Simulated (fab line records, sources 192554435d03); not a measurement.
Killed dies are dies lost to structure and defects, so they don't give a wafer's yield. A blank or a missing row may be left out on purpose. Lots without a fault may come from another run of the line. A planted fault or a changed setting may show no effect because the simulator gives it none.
Which tool did it? | flow n5_finfet | 11 lots, 33 wafers sampled, at 5 steps of a route of 1938

WHAT THE GAUGES READ, wafer by wafer
N5_BEOL_M5_THK_MEAS_53: measures by xrf.
lot  | measured     | on            | M5_THK (nm)
L142 | day 9 05:53  | film_metro-02 | 63.5 62.9 61.5
L143 | day 9 10:56  | film_metro-02 | 61.2 60.4 60.7
L146 | day 10 05:24 | film_metro-01 | 60.8 60.8 62.6
L147 | day 10 10:12 | film_metro-02 | 62.6 64.1 64.4
L150 | day 11 11:41 | film_metro-02 | 63.2 60.5 61.9
L151 | day 11 12:29 | film_metro-02 | 61.6 64.3 60.0
L153 | day 11 23:49 | film_metro-02 | 59.7 62.7 61.8
L155 | day 12 04:23 | film_metro-01 | 63.5 60.8 61.8
L156 | day 12 15:58 | film_metro-01 | 58.8 61.2 59.3
L162 | day 14 02:10 | film_metro-02 | 63.5 62.4 61.2
L163 | day 14 07:02 | film_metro-02 | 58.6 57.9 60.7

WHICH TOOL RAN EACH LOT (tool, then ch and the chambers of the sampled wafers, then the start)
lot  | N5_BEOL_M5_ANNEAL_49         | N5_BEOL_M5_SPUTTER_88        | N5_BEOL_M5_ECD_50              | N5_BEOL_M5_CMP_52
L142 | pvd_sputter-03, day 9 00:46  | pvd_sputter-03, day 9 03:56  | ecd_cu-01 ch 0,1, day 9 05:08  | cmp-02 ch 1,2,3, day 9 05:36
L143 | pvd_sputter-02, day 9 05:52  | pvd_sputter-02, day 9 09:02  | ecd_cu-02 ch 0,1, day 9 10:14  | cmp-01 ch 0,1, day 9 10:38
L146 | pvd_sputter-02, day 10 00:05 | pvd_sputter-02, day 10 03:16 | ecd_cu-02 ch 0,1, day 10 04:28 | cmp-03 ch 0,3, day 10 05:07
L147 | pvd_sputter-03, day 10 05:08 | pvd_sputter-03, day 10 08:19 | ecd_cu-02 ch 0,1, day 10 09:32 | cmp-02 ch 0,2,3, day 10 09:57
L150 | pvd_sputter-03, day 11 06:37 | pvd_sputter-03, day 11 09:48 | ecd_cu-02 ch 0,1, day 11 11:01 | cmp-03 ch 2,3, day 11 11:23
L151 | pvd_sputter-02, day 11 07:25 | pvd_sputter-02, day 11 10:36 | ecd_cu-01 ch 0,1, day 11 11:49 | cmp-01 ch 2,3, day 11 12:13
L153 | pvd_sputter-02, day 11 18:05 | pvd_sputter-02, day 11 21:16 | ecd_cu-01 ch 0,1, day 11 22:28 | cmp-01 ch 0,1,3, day 11 23:31
L155 | pvd_sputter-01, day 11 23:20 | pvd_sputter-01, day 12 02:31 | ecd_cu-02 ch 0,1, day 12 03:43 | cmp-03 ch 1,2,3, day 12 04:06
L156 | pvd_sputter-03, day 12 10:54 | pvd_sputter-03, day 12 14:05 | ecd_cu-02 ch 0,1, day 12 15:17 | cmp-01 ch 1,2, day 12 15:40
L162 | pvd_sputter-02, day 13 20:44 | pvd_sputter-02, day 13 23:55 | ecd_cu-01 ch 0,1, day 14 01:08 | cmp-02 ch 0,1,3, day 14 01:59
L163 | pvd_sputter-01, day 14 01:58 | pvd_sputter-01, day 14 05:08 | ecd_cu-01 ch 0,1, day 14 06:22 | cmp-01 ch 0,1,3, day 14 06:50
- N5_BEOL_M5_ANNEAL_49: time 1800 s.
- N5_BEOL_M5_SPUTTER_88: material Cu, target thk 15 nm, time 27.62 s.
- N5_BEOL_M5_ECD_50: material Cu, target thk 300 nm.
- N5_BEOL_M5_CMP_52: polishes, stops on SiCOH lowk, t overpolish 6.9 s, target thk 62 nm.

THE ANSWER, worked out from the rows above alone
Rule: what is usual is taken from the lots themselves. Put in order of their means at a reading, lots are off if they are a third of the lots or fewer, leave a main group of 4 or more, and stand apart from it by a gap of 3 or more times the standard deviation of the main group's means; of several such gaps the widest counts. A main group whose means are all the same, to the digits that the tables above print for the reading, isn't used. A lot without any number at a reading at which 4 lots or more have one is off too. The other lots that the step has rows for count as sound.
No lot is off at any reading shown: from this, nothing can be told.

WHAT THE SIMULATOR HAD PUT IN
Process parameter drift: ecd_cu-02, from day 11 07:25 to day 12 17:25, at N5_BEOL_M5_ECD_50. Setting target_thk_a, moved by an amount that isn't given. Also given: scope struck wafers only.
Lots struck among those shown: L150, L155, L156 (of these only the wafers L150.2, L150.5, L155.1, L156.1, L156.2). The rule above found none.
